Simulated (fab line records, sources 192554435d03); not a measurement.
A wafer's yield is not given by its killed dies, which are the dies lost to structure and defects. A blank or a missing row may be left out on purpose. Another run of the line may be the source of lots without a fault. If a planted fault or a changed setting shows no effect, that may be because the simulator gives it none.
fab line records    flow n5-finfet
[record] lots = 24  wafers = 72  last-day = 19
route steps=1938 shown BEOL_M11@1586 BEOL_M12@1602
lots that met no fault: taken from a fault-free run of the same line
start-h: the number of hours between the record's first day and the start of the first shown wafer of the lot    wait-h: hours elapsed since this lot's preceding step    " repeats the value in the row above    L1.1+2: one row covering several wafers at once    - no value, or no start given    * or withheld: withheld    < > ~ a bound
route shown NAME@n: names a module that has steps shown in the file, with the first one's number in the route    usual: mean/standard deviation taken from wafers without a fault    same: alike in all rows    chamber/n: place in a boat    sites: each site's reading    _std_site: how widely they spread, as a standard deviation    _edge_site: the outer-site mean with the inner-site mean subtracted    radius-mm: how far each site lies from the wafer's centre    mask NAME#n: copy n    behind: the last tool/chamber to shape the wafer    hold: why the lot was held/for how many hours/how that ended    device: which transistor (n, p or np) failed to switch    end of line: the route-end tests of the same wafers    step lacking rows: just its recipe    killed: not the wafer's yield, but the dies lost to structure and defects at the first sort    map: a wafer's dies, x killed, . not, _ none there
set.NAME: setting as actually run; set.NAME@STEP: the setting as run at that earlier step    model.NAME: the simulator's own value behind a step, which no gauge read
one table for each step of the route and one row for each wafer, over a sample of lots
services: the hour from which a tool's chamber was out of use, counted from the record's first day as start-h (under 0 if before that day), plus the number of hours and why
[[steps]]
[step N5_BEOL_M11_CD_MEAS_35]
[recipe] target-cd-nm = 70  polarity = opening
[usual] cd-nm = 69.9/0.5
lot.wafer  tool       chamber  start-h  wait-h  cd-nm
L074.2     cd-sem-03  -        217.77   0.0     69.5
L074.3     "          -        "        "       69.0
L074.4     "          -        "        "       69.6
L076.2     cd-sem-01  -        229.50   0.0     70.3
L076.3     "          -        "        "       70.0
L076.5     "          -        "        "       70.6
L075.4     cd-sem-03  -        247.86   0.0     69.9
L075.5     "          -        "        "       70.9
L075.6     "          -        "        "       70.1
L077.4     cd-sem-01  -        256.27   0.0     70.3
L077.5     "          -        "        "       69.6
L077.6     "          -        "        "       70.0
L078.1     cd-sem-01  -        264.70   0.0     70.0
L078.3     "          -        "        "       70.0
L078.4     "          -        "        "       70.3
L079.2     cd-sem-01  -        273.33   0.0     70.1
L079.5     "          -        "        "       70.5
L079.6     "          -        "        "       69.3
L080.2     cd-sem-03  -        280.17   0.0     69.1
L080.3     "          -        "        "       69.2
L080.6     "          -        "        "       69.6
L083.2     cd-sem-03  -        288.23   0.0     70.7
L083.3     "          -        "        "       69.6
L083.6     "          -        "        "       70.5
L081.3     cd-sem-03  -        297.34   0.0     70.0
L081.5     "          -        "        "       69.8
L081.6     "          -        "        "       69.5
L082.2     cd-sem-02  -        297.70   0.0     69.4
L082.4     "          -        "        "       70.3
L082.5     "          -        "        "       70.0
L084.2     cd-sem-02  -        306.05   0.0     70.0
L084.3     "          -        "        "       70.2
L084.4     "          -        "        "       70.1
L085.1     cd-sem-01  -        316.52   0.0     70.2
L085.2     "          -        "        "       70.3
L085.3     "          -        "        "       70.6
L086.4     cd-sem-03  -        321.86   0.0     70.5
L086.5     "          -        "        "       70.0
L086.6     "          -        "        "       69.8
L089.3     cd-sem-02  -        322.37   0.0     70.2
L089.4     "          -        "        "       70.1
L089.5     "          -        "        "       70.5
L087.2     cd-sem-02  -        325.35   0.0     70.5
L087.4     "          -        "        "       70.3
L087.5     "          -        "        "       70.1
L088.2     cd-sem-01  -        328.42   0.0     69.8
L088.3     "          -        "        "       69.7
L088.5     "          -        "        "       70.0
L090.2     cd-sem-03  -        336.27   0.0     69.8
L090.3     "          -        "        "       70.5
L090.4     "          -        "        "       69.2
L092.2     cd-sem-03  -        341.14   0.0     70.1
L092.5     "          -        "        "       70.3
L092.6     "          -        "        "       70.3
L093.1     cd-sem-01  -        341.43   0.0     69.8
L093.3     "          -        "        "       69.7
L093.6     "          -        "        "       70.0
L091.1     cd-sem-01  -        350.58   0.0     70.2
L091.3     "          -        "        "       70.5
L091.6     "          -        "        "       69.6
L094.1     cd-sem-02  -        369.73   0.0     70.7
L094.2     "          -        "        "       70.4
L094.3     "          -        "        "       69.5
L095.2     cd-sem-01  -        370.71   0.0     69.7
L095.3     "          -        "        "       69.2
L095.6     "          -        "        "       69.1
L097.1     cd-sem-02  -        384.64   0.0     70.2
L097.3     "          -        "        "       70.0
L097.6     "          -        "        "       69.2
L096.4     cd-sem-01  -        395.82   0.0     70.0
L096.5     "          -        "        "       69.2
L096.6     "          -        "        "       69.5
[step N5_BEOL_M11_ALD_74]
[recipe] material = TaN  target-thk-a = 20  temp-c = 275  ald-precursor-family = PDMAT  ald-co-reactant = NH3  pressure-torr = 3  carrier-flow-sccm = 1500  pulse-time-s = 2  purge-time-s = 3  co-reactant-purge-time-s = 2  co-reactant-pulse-time-s = 3  ald-cycles = 40  precursor-vessel-temp-c = 75  precursor-vessel-pressure-torr = 26.25  precursor-vessel-carrier-sccm = 1000
[usual] heater-power-w = 441/39  mfc-carrier-sccm = 1500/4.2  precursor-vessel-carrier-sccm = 1001/3.1
[same] ald-cycles = 40
lot.wafer  tool          chamber  start-h  wait-h  heater-power-w  mfc-carrier-sccm  precursor-vessel-carrier-sccm
L074.2     ald-metal-03  0        219.02   0.3     461             1507              1001
L074.3     "             1        "        "       478             1497              1000
L074.4     "             3        "        "       476             1491              998
L076.2     ald-metal-03  1        229.98   0.1     471             1507              1003
L076.3     "             3        "        "       484             1498              1003
L076.5     "             3        "        "       470             1506              1000
L075.4     ald-metal-04  3        248.83   0.2     374             1502              1004
L075.5     "             2        "        "       504             1503              1000
L075.6     "             1        "        "       440             1492              1002
L077.4     ald-metal-04  1        257.25   0.2     432             1501              1008
L077.5     "             3        "        "       365             1498              1003
L077.6     "             2        "        "       507             1500              997
L078.1     ald-metal-04  0        265.41   0.3     447             1502              1002
L078.3     "             1        "        "       423             1509              997
L078.4     "             3        "        "       371             1495              1002
L079.2     ald-metal-04  1        274.28   0.2     431             1499              1005
L079.5     "             2        "        "       502             1499              1007
L079.6     "             3        "        "       376             1498              999
L080.2     ald-metal-04  1        281.11   0.1     426             1497              1002
L080.3     "             2        "        "       508             1502              999
L080.6     "             0        "        "       442             1512              1005
L083.2     ald-metal-02  2        288.81   0.0     434             1500              997
L083.3     "             0        "        "       393             1501              997
L083.6     "             3        "        "       452             1500              1000
L081.3     ald-metal-02  0        298.02   0.0     394             1502              998
L081.5     "             0        "        "       398             1501              995
L081.6     "             3        "        "       463             1500              999
L082.2     ald-metal-04  3        298.44   0.1     370             1503              999
L082.4     "             2        "        "       502             1498              997
L082.5     "             3        "        "       360             1504              998
L084.2     ald-metal-03  2        306.98   0.0     445             1495              1008
L084.3     "             3        "        "       475             1499              1000
L084.4     "             0        "        "       471             1504              992
L085.1     ald-metal-02  3        317.13   0.1     464             1498              1003
L085.2     "             1        "        "       396             1504              999
L085.3     "             0        "        "       378             1502              997
L086.4     ald-metal-04  3        322.60   0.0     365             1498              1000
L086.5     "             0        "        "       433             1503              998
L086.6     "             1        "        "       435             1492              998
L089.3     ald-metal-04  1        322.89   0.0     429             1496              1001
L089.4     "             3        "        "       360             1499              1000
L089.5     "             2        "        "       504             1504              1002
L087.2     ald-metal-02  0        326.01   0.1     401             1506              1004
L087.4     "             1        "        "       387             1501              1001
L087.5     "             2        "        "       437             1502              1006
L088.2     ald-metal-04  2        328.94   0.0     509             1502              998
L088.3     "             3        "        "       369             1497              1001
L088.5     "             0        "        "       436             1498              999
L090.2     ald-metal-03  2        336.99   0.1     452             1502              998
L090.3     "             0        "        "       462             1505              1003
L090.4     "             3        "        "       472             1498              1001
L092.2     ald-metal-02  1        341.98   0.0     390             1495              1004
L092.5     "             3        "        "       460             1502              1005
L092.6     "             1        "        "       383             1491              998
L093.1     ald-metal-03  1        342.08   0.1     471             1504              1000
L093.3     "             2        "        "       456             1510              1009
L093.6     "             1        "        "       477             1500              997
L091.1     ald-metal-03  2        351.07   0.0     451             1503              1000
L091.3     "             3        "        "       480             1497              1004
L091.6     "             0        "        "       467             1503              1003
L094.1     ald-metal-02  1        370.58   0.0     404             1497              1004
L094.2     "             0        "        "       404             1491              997
L094.3     "             2        "        "       426             1500              998
L095.2     ald-metal-03  1        371.34   0.0     475             1495              1002
L095.3     "             0        "        "       474             1506              1005
L095.6     "             0        "        "       473             1500              997
L097.1     ald-metal-02  3        385.41   0.0     469             1500              1001
L097.3     "             2        "        "       441             1511              999
L097.6     "             2        "        "       428             1506              997
L096.4     ald-metal-04  2        396.38   0.1     448             1498              996
L096.5     "             1        "        "       420             1505              1005
L096.6     "             2        "        "       441             1499              1001
[step N5_BEOL_M11_DEP_56]
[recipe] material = SiCN  target-thk-a = 300  temp-c = withheld  precursor = 3MS/NH3  pressure-torr = 3  rf-w = 675  time-s = 10.5
[usual] rf-fwd-power-W = 666.1/2.4  showerhead-plenum-p-Torr = 4.162/0.016  throttle-valve-pct = 18.3/0.69
lot.wafer  tool      chamber  start-h  wait-h  rf-fwd-power-W  showerhead-plenum-p-Torr  throttle-valve-pct
L074.2     pecvd-03  1        222.59   0.0     665.9           4.155                     18.7
L074.3     "         2        "        "       665.5           4.176                     17.6
L074.4     "         0        "        "       666.1           4.152                     20.0
L076.2     pecvd-04  1        233.05   0.0     666.6           4.174                     18.9
L076.3     "         0        "        "       664.1           4.182                     18.2
L076.5     "         2        "        "       664.7           4.145                     17.7
L075.4     pecvd-04  1        250.59   0.0     670.9           4.175                     18.3
L075.5     "         2        "        "       665.1           4.154                     17.7
L075.6     "         0        "        "       667.4           4.177                     18.1
L077.4     pecvd-04  1        258.62   0.0     667.0           4.173                     18.9
L077.5     "         2        "        "       668.5           4.158                     17.7
L077.6     "         0        "        "       667.1           4.190                     18.2
L078.1     pecvd-04  0        268.15   0.0     670.3           4.179                     18.1
L078.3     "         1        "        "       664.7           4.180                     18.8
L078.4     "         0        "        "       669.1           4.181                     18.2
L079.2     pecvd-04  1        277.34   0.0     668.0           4.168                     18.6
L079.5     "         1        "        "       668.0           4.180                     18.7
L079.6     "         0        "        "       662.5           4.180                     18.4
L080.2     pecvd-01  1        282.76   0.0     668.2           4.165                     18.8
L080.3     "         2        "        "       667.6           4.164                     18.2
L080.6     "         2        "        "       668.2           4.149                     18.1
L083.2     pecvd-04  1        290.23   0.0     665.1           4.181                     18.5
L083.3     "         0        "        "       668.0           4.183                     18.2
L083.6     "         2        "        "       664.4           4.147                     17.6
L081.3     pecvd-04  0        299.96   0.0     669.1           4.174                     18.0
L081.5     "         1        "        "       666.8           4.186                     18.7
L081.6     "         0        "        "       666.9           4.177                     18.2
L082.2     pecvd-01  0        300.76   0.0     664.6           4.129                     17.1
L082.4     "         2        "        "       665.3           4.161                     18.0
L082.5     "         0        "        "       667.2           4.137                     17.1
L084.2     pecvd-04  0        308.36   0.0     667.0           4.185                     18.2
L084.3     "         2        "        "       665.8           4.143                     17.9
L084.4     "         1        "        "       665.6           4.172                     18.7
L085.1     pecvd-04  1        318.70   0.0     667.8           4.180                     18.7
L085.2     "         2        "        "       665.0           4.149                     18.1
L085.3     "         0        "        "       664.6           4.198                     18.0
L086.4     pecvd-04  2        325.39   0.0     668.8           4.155                     17.8
L086.5     "         2        "        "       664.5           4.150                     17.8
L086.6     "         1        "        "       668.2           4.168                     18.8
L089.3     pecvd-01  1        325.42   0.0     664.1           4.161                     18.3
L089.4     "         2        "        "       667.4           4.151                     18.4
L089.5     "         0        "        "       664.5           4.138                     17.3
L087.2     pecvd-03  1        328.57   0.0     667.4           4.163                     18.6
L087.4     "         0        "        "       669.9           4.150                     19.8
L087.5     "         2        "        "       668.1           4.161                     17.7
L088.2     pecvd-01  1        333.86   0.0     660.2           4.161                     18.5
L088.3     "         0        "        "       668.8           4.123                     17.0
L088.5     "         0        "        "       669.3           4.128                     17.1
L090.2     pecvd-04  1        338.58   0.0     667.1           4.179                     18.8
L090.3     "         0        "        "       666.9           4.179                     17.9
L090.4     "         2        "        "       663.9           4.155                     17.9
L092.2     pecvd-03  2        343.68   0.0     665.2           4.169                     17.5
L092.5     "         1        "        "       667.6           4.154                     18.8
L092.6     "         0        "        "       667.0           4.139                     20.1
L093.1     pecvd-01  2        343.76   0.0     662.1           4.154                     18.4
L093.3     "         1        "        "       663.1           4.154                     18.6
L093.6     "         0        "        "       671.0           4.141                     17.2
L091.1     pecvd-04  2        352.68   0.0     660.2           4.144                     17.8
L091.3     "         0        "        "       661.8           4.172                     18.1
L091.6     "         2        "        "       662.8           4.148                     17.9
L094.1     pecvd-04  0        372.06   0.0     668.7           4.173                     18.1
L094.2     "         1        "        "       669.0           4.171                     18.4
L094.3     "         2        "        "       667.5           4.152                     17.8
L095.2     pecvd-03  1        373.88   0.0     668.1           4.163                     18.7
L095.3     "         2        "        "       666.0           4.163                     17.6
L095.6     "         1        "        "       665.7           4.163                     18.7
L097.1     pecvd-01  1        388.38   0.0     663.7           4.152                     18.5
L097.3     "         0        "        "       669.1           4.131                     16.9
L097.6     "         1        "        "       664.8           4.165                     18.7
L096.4     pecvd-03  1        399.01   0.0     665.7           4.169                     18.8
L096.5     "         0        "        "       664.7           4.149                     19.8
L096.6     "         2        "        "       667.0           4.148                     17.8
[step N5_BEOL_M12_ILD_DEP_00]
[recipe] material = SiOC  target-thk-a = 6589.2  temp-c = 350  precursor = DEMS/O2  pressure-torr = 5  rf-w = 500  time-s = 130.7
[usual] heater-power-w = 417/68  rf-fwd-power-W = 498.1/1.5  showerhead-plenum-p-Torr = 5.688/0.015  throttle-valve-pct = 11.9/0.43
lot.wafer  tool      chamber  start-h  wait-h  heater-power-w  rf-fwd-power-W  showerhead-plenum-p-Torr  throttle-valve-pct
L074.2     pecvd-01  0        222.72   0.0     465             496.6           5.674                     11.4
L074.3     "         1        "        "       358             495.9           5.689                     12.1
L074.4     "         1        "        "       399             496.2           5.681                     12.3
L076.2     pecvd-01  0        233.17   0.0     473             497.0           5.677                     11.2
L076.3     "         2        "        "       394             498.2           5.698                     11.8
L076.5     "         2        "        "       395             497.8           5.685                     11.9
L075.4     pecvd-02  1        250.75   0.1     483             494.4           5.694                     12.4
L075.5     "         2        "        "       287             499.1           5.670                     11.2
L075.6     "         0        "        "       417             497.1           5.711                     11.5
L077.4     pecvd-02  0        258.78   0.1     436             497.3           5.707                     11.4
L077.5     "         2        "        "       321             500.0           5.659                     11.6
L077.6     "         1        "        "       389             494.9           5.688                     12.5
L078.1     pecvd-04  0        268.27   0.0     632             497.6           5.707                     12.1
L078.3     "         2        "        "       459             498.6           5.680                     12.0
L078.4     "         0        "        "       644             497.6           5.703                     11.8
L079.2     pecvd-01  2        277.46   0.0     382             498.4           5.690                     11.9
L079.5     "         0        "        "       439             500.3           5.674                     11.2
L079.6     "         2        "        "       404             499.1           5.678                     12.0
L080.2     pecvd-02  0        282.88   0.0     391             498.4           5.700                     11.6
L080.3     "         2        "        "       357             499.6           5.652                     11.7
L080.6     "         0        "        "       411             498.3           5.704                     11.7
L083.2     pecvd-01  1        290.35   0.0     424             498.6           5.695                     12.3
L083.3     "         2        "        "       334             497.9           5.691                     12.0
L083.6     "         2        "        "       349             497.6           5.701                     12.2
L081.3     pecvd-01  1        300.09   0.0     392             499.6           5.694                     12.3
L081.5     "         1        "        "       422             497.5           5.689                     12.2
L081.6     "         2        "        "       393             496.6           5.693                     11.9
L082.2     pecvd-01  0        300.89   0.0     444             500.5           5.666                     11.2
L082.4     "         1        "        "       338             495.1           5.673                     12.4
L082.5     "         0        "        "       469             499.2           5.683                     11.2
L084.2     pecvd-04  2        308.48   0.0     482             495.9           5.688                     11.9
L084.3     "         1        "        "       396             497.7           5.696                     12.2
L084.4     "         2        "        "       514             495.5           5.691                     11.9
L085.1     pecvd-01  0        318.83   0.0     397             499.7           5.681                     11.2
L085.2     "         2        "        "       405             496.4           5.680                     12.0
L085.3     "         1        "        "       408             499.7           5.698                     12.2
L086.4     pecvd-02  1        325.56   0.1     443             497.5           5.695                     12.9
L086.5     "         0        "        "       401             498.0           5.704                     11.8
L086.6     "         2        "        "       334             498.9           5.665                     11.5
L089.3     pecvd-04  1        325.59   0.1     427             497.2           5.698                     12.5
L089.4     "         2        "        "       431             500.9           5.690                     11.9
L089.5     "         1        "        "       456             497.3           5.702                     12.3
L087.2     pecvd-02  1        328.70   0.0     460             496.5           5.685                     12.5
L087.4     "         1        "        "       467             497.4           5.691                     12.6
L087.5     "         0        "        "       358             499.8           5.689                     11.9
L088.2     pecvd-02  0        333.98   0.0     397             496.0           5.689                     11.5
L088.3     "         1        "        "       416             499.4           5.677                     12.6
L088.5     "         0        "        "       423             496.9           5.703                     11.6
L090.2     pecvd-02  0        338.71   0.0     433             498.9           5.695                     11.7
L090.3     "         1        "        "       458             497.7           5.688                     12.7
L090.4     "         2        "        "       291             502.0           5.643                     11.6
L092.2     pecvd-02  0        343.81   0.0     469             498.2           5.700                     11.8
L092.5     "         1        "        "       516             498.4           5.702                     12.6
L092.6     "         2        "        "       332             496.2           5.662                     11.6
L093.1     pecvd-01  2        343.89   0.0     400             500.2           5.689                     12.0
L093.3     "         1        "        "       411             499.6           5.693                     12.3
L093.6     "         0        "        "       464             500.0           5.680                     11.1
L091.1     pecvd-04  0        352.81   0.0     599             498.6           5.699                     12.2
L091.3     "         1        "        "       439             497.6           5.722                     12.4
L091.6     "         0        "        "       614             499.9           5.706                     11.9
L094.1     pecvd-01  0        372.19   0.0     416             497.8           5.677                     11.3
L094.2     "         2        "        "       378             500.0           5.695                     12.3
L094.3     "         1        "        "       409             495.0           5.685                     12.0
L095.2     pecvd-02  2        374.00   0.0     301             497.1           5.655                     11.5
L095.3     "         1        "        "       457             498.1           5.690                     12.4
L095.6     "         0        "        "       440             500.0           5.708                     11.6
L097.1     pecvd-02  0        388.51   0.0     371             497.0           5.710                     11.7
L097.3     "         0        "        "       407             495.9           5.700                     11.6
L097.6     "         2        "        "       356             498.2           5.675                     11.5
L096.4     pecvd-01  1        399.17   0.1     342             495.9           5.707                     12.4
L096.5     "         2        "        "       400             500.4           5.697                     12.0
L096.6     "         0        "        "       460             496.9           5.685                     11.1
[step N5_BEOL_M12_SPUTTER_44]
[recipe] material = Ta  target-thk-a = 100  temp-c = 50  bias-v = 80  power-w = 15000  chamber-pressure-pa = 0.07  time-s = 16.13
[usual] substrate-temp-c = 49.99/0.096  throttle-valve-pct = 30.4/1.2
lot.wafer  tool            chamber  start-h  wait-h  substrate-temp-c  throttle-valve-pct
L074.2     pvd-sputter-02  -        228.11   0.0     49.89             31.3
L074.3     "               -        "        "       49.92             31.6
L074.4     "               -        "        "       50.07             30.0
L076.2     pvd-sputter-03  -        239.31   0.0     50.03             29.1
L076.3     "               -        "        "       49.85             32.7
L076.5     "               -        "        "       50.09             32.6
L075.4     pvd-sputter-03  -        255.03   0.0     50.15             29.9
L075.5     "               -        "        "       50.14             29.9
L075.6     "               -        "        "       49.92             29.1
L077.4     pvd-sputter-02  -        261.88   0.0     49.97             30.2
L077.5     "               -        "        "       49.85             31.5
L077.6     "               -        "        "       49.99             31.0
L078.1     pvd-sputter-03  -        273.76   0.0     49.91             28.8
L078.3     "               -        "        "       49.90             29.6
L078.4     "               -        "        "       49.99             29.7
L079.2     pvd-sputter-02  -        280.75   0.0     49.90             30.2
L079.5     "               -        "        "       49.92             30.2
L079.6     "               -        "        "       50.06             31.3
L080.2     pvd-sputter-03  -        286.03   0.0     49.97             29.2
L080.3     "               -        "        "       50.10             30.0
L080.6     "               -        "        "       50.02             28.9
L083.2     pvd-sputter-02  -        297.75   0.0     49.86             31.6
L083.3     "               -        "        "       49.89             29.5
L083.6     "               -        "        "       49.82             29.5
L081.3     pvd-sputter-02  -        304.40   0.0     49.94             29.4
L081.5     "               -        "        "       49.93             30.4
L081.6     "               -        "        "       50.14             29.4
L082.2     pvd-sputter-03  -        306.26   0.0     50.05             28.7
L082.4     "               -        "        "       50.11             30.0
L082.5     "               -        "        "       49.90             29.8
L084.2     pvd-sputter-01  -        311.76   0.0     50.02             28.2
L084.3     "               -        "        "       49.99             30.5
L084.4     "               -        "        "       50.10             31.5
L085.1     pvd-sputter-01  -        322.74   0.0     49.88             30.4
L085.2     "               -        "        "       49.94             28.4
L085.3     "               -        "        "       50.18             31.0
L086.4     pvd-sputter-03  -        328.58   0.0     49.92             30.2
L086.5     "               -        "        "       50.04             29.0
L086.6     "               -        "        "       50.04             32.9
L089.3     pvd-sputter-02  -        328.58   0.0     49.95             31.2
L089.4     "               -        "        "       49.91             30.3
L089.5     "               -        "        "       50.14             31.6
L087.2     pvd-sputter-03  -        333.58   0.0     50.01             32.4
L087.4     "               -        "        "       49.96             32.7
L087.5     "               -        "        "       50.25             28.9
L088.2     pvd-sputter-02  -        337.09   0.0     49.80             31.6
L088.3     "               -        "        "       50.08             29.6
L088.5     "               -        "        "       49.97             29.1
L090.2     pvd-sputter-03  -        341.72   0.0     50.05             29.4
L090.3     "               -        "        "       49.84             32.7
L090.4     "               -        "        "       49.91             28.9
L092.2     pvd-sputter-02  -        350.11   0.0     49.85             31.6
L092.5     "               -        "        "       49.92             29.4
L092.6     "               -        "        "       49.97             31.4
L093.1     pvd-sputter-03  -        350.50   0.0     49.98             29.9
L093.3     "               -        "        "       49.92             28.7
L093.6     "               -        "        "       50.02             30.0
L091.1     pvd-sputter-02  -        356.21   0.0     49.93             31.5
L091.3     "               -        "        "       49.94             31.2
L091.6     "               -        "        "       50.04             30.2
L094.1     pvd-sputter-03  -        377.28   0.0     49.90             28.8
L094.2     "               -        "        "       49.98             32.5
L094.3     "               -        "        "       50.10             29.8
L095.2     pvd-sputter-02  -        377.31   0.0     49.98             31.5
L095.3     "               -        "        "       49.89             30.4
L095.6     "               -        "        "       49.99             31.8
L097.1     pvd-sputter-01  -        392.93   0.0     49.99             28.3
L097.3     "               -        "        "       50.00             30.3
L097.6     "               -        "        "       50.05             30.5
L096.4     pvd-sputter-03  -        403.52   0.0     50.08             28.8
L096.5     "               -        "        "       50.02             32.6
L096.6     "               -        "        "       49.87             29.8
[step N5_BEOL_M12_DEP_53]
[recipe] material = SiCN  target-thk-a = 300  temp-c = withheld  precursor = 3MS/NH3  pressure-torr = 3  rf-w = 675  time-s = 10.5
[usual] rf-fwd-power-W = 664.9/2.4  showerhead-plenum-p-Torr = 4.156/0.021  throttle-valve-pct = 18.1/0.57
lot.wafer  tool      chamber  start-h  wait-h  rf-fwd-power-W  showerhead-plenum-p-Torr  throttle-valve-pct
L074.2     pecvd-02  0        229.12   0.0     667.3           4.157                     17.7
L074.3     "         0        "        "       664.3           4.171                     17.5
L074.4     "         1        "        "       664.8           4.151                     18.9
L076.2     pecvd-01  0        240.40   0.0     668.6           4.136                     17.2
L076.3     "         1        "        "       664.5           4.157                     18.4
L076.5     "         2        "        "       665.9           4.163                     18.1
L075.4     pecvd-01  0        256.04   0.0     669.6           4.137                     16.9
L075.5     "         1        "        "       663.1           4.164                     18.4
L075.6     "         2        "        "       664.7           4.155                     18.0
L077.4     pecvd-02  1        263.03   0.0     664.2           4.144                     19.2
L077.5     "         2        "        "       668.1           4.115                     17.3
L077.6     "         0        "        "       667.6           4.160                     17.5
L078.1     pecvd-04  1        275.30   0.0     664.1           4.178                     18.7
L078.3     "         2        "        "       662.9           4.161                     17.8
L078.4     "         1        "        "       666.6           4.178                     18.7
L079.2     pecvd-04  2        281.75   0.0     663.0           4.162                     17.7
L079.5     "         0        "        "       664.0           4.181                     18.1
L079.6     "         2        "        "       664.9           4.157                     17.8
L080.2     pecvd-01  0        287.02   0.0     665.1           4.144                     17.0
L080.3     "         2        "        "       663.4           4.144                     18.1
L080.6     "         0        "        "       666.5           4.148                     17.0
L083.2     pecvd-04  1        298.86   0.0     668.0           4.194                     18.8
L083.3     "         0        "        "       662.1           4.192                     18.0
L083.6     "         2        "        "       667.6           4.157                     17.7
L081.3     pecvd-02  2        306.00   0.0     663.3           4.106                     17.5
L081.5     "         1        "        "       663.5           4.153                     19.0
L081.6     "         2        "        "       665.4           4.101                     17.3
L082.2     pecvd-02  2        307.26   0.0     665.1           4.107                     17.6
L082.4     "         2        "        "       663.1           4.115                     17.4
L082.5     "         0        "        "       666.8           4.163                     17.5
L084.2     pecvd-01  0        312.89   0.0     667.7           4.133                     17.3
L084.3     "         1        "        "       663.0           4.159                     18.3
L084.4     "         2        "        "       666.6           4.150                     18.2
L085.1     pecvd-04  2        324.83   0.0     664.6           4.163                     17.8
L085.2     "         1        "        "       667.5           4.179                     18.3
L085.3     "         2        "        "       666.4           4.159                     18.1
L086.4     pecvd-01  2        329.56   0.0     664.0           4.167                     18.3
L086.5     "         0        "        "       665.0           4.133                     16.9
L086.6     "         1        "        "       665.0           4.154                     18.6
L089.3     pecvd-04  2        329.62   0.0     661.5           4.155                     17.9
L089.4     "         1        "        "       662.2           4.164                     18.4
L089.5     "         1        "        "       665.7           4.178                     18.5
L087.2     pecvd-01  1        334.58   0.0     666.3           4.156                     18.7
L087.4     "         0        "        "       668.8           4.128                     17.1
L087.5     "         1        "        "       663.6           4.158                     18.5
L088.2     pecvd-04  2        338.09   0.0     663.7           4.144                     17.8
L088.3     "         0        "        "       666.1           4.185                     18.3
L088.5     "         2        "        "       664.6           4.145                     18.0
L090.2     pecvd-04  2        342.72   0.0     661.2           4.148                     17.7
L090.3     "         0        "        "       662.3           4.184                     18.1
L090.4     "         2        "        "       662.2           4.160                     17.9
L092.2     pecvd-04  2        351.10   0.0     666.0           4.151                     18.0
L092.5     "         1        "        "       661.6           4.173                     18.7
L092.6     "         0        "        "       662.2           4.192                     18.0
L093.1     pecvd-04  1        351.50   0.0     666.7           4.171                     18.4
L093.3     "         2        "        "       665.8           4.150                     17.7
L093.6     "         2        "        "       665.1           4.159                     17.8
L091.1     pecvd-02  1        357.21   0.0     659.8           4.145                     19.0
L091.3     "         0        "        "       670.1           4.178                     17.7
L091.6     "         1        "        "       661.3           4.151                     19.0
L094.1     pecvd-04  2        378.27   0.0     664.2           4.154                     18.1
L094.2     "         1        "        "       665.1           4.173                     18.8
L094.3     "         0        "        "       667.3           4.179                     18.2
L095.2     pecvd-02  0        378.31   0.0     664.5           4.161                     17.6
L095.3     "         2        "        "       658.9           4.107                     17.6
L095.6     "         0        "        "       662.8           4.177                     17.7
L097.1     pecvd-01  2        394.13   0.0     664.4           4.159                     18.1
L097.3     "         0        "        "       668.2           4.133                     16.7
L097.6     "         1        "        "       665.4           4.154                     18.3
L096.4     pecvd-02  1        404.55   0.0     660.1           4.151                     19.0
L096.5     "         2        "        "       667.0           4.105                     17.8
L096.6     "         1        "        "       664.0           4.151                     19.1
[[services]]
tool          chamber  start-h  hours  kind
pecvd-02      2        202.38   -      clean
pecvd-03      1        210.96   3.6    repair
ald-metal-04  0        236.31   25.0   repair
pecvd-03      -        258.24   0.9    repair
pecvd-03      2        284.98   11.5   repair
pecvd-04      -        288.27   0.8    pm
ald-metal-04  3        298.84   10.0   repair
pecvd-02      -        307.65   14.6   pm
pecvd-01      -        308.01   1.3    repair
ald-metal-04  -        316.94   2.8    pm
ald-metal-02  0        317.79   5.4    repair
pecvd-04      0        319.67   12.2   repair
pecvd-01      -        330.68   2.8    pm
ald-metal-02  2        336.86   29.4   repair
ald-metal-04  -        337.25   14.0   pm
pecvd-04      0        354.25   5.5    scheduled-down
ald-metal-03  -        363.12   2.8    pm
pecvd-04      2        378.72   11.0   repair
pecvd-04      1        382.65   2.1    scheduled-down
pecvd-04      1        389.78   -      clean
pecvd-04      1        389.78   -      consumable-replace:showerhead
pecvd-04      1        389.78   29.0   scheduled-down
pecvd-04      1        389.78   29.0   vent-cycle
pecvd-02      0        404.24   21.3   repair
[[key]]
fault none
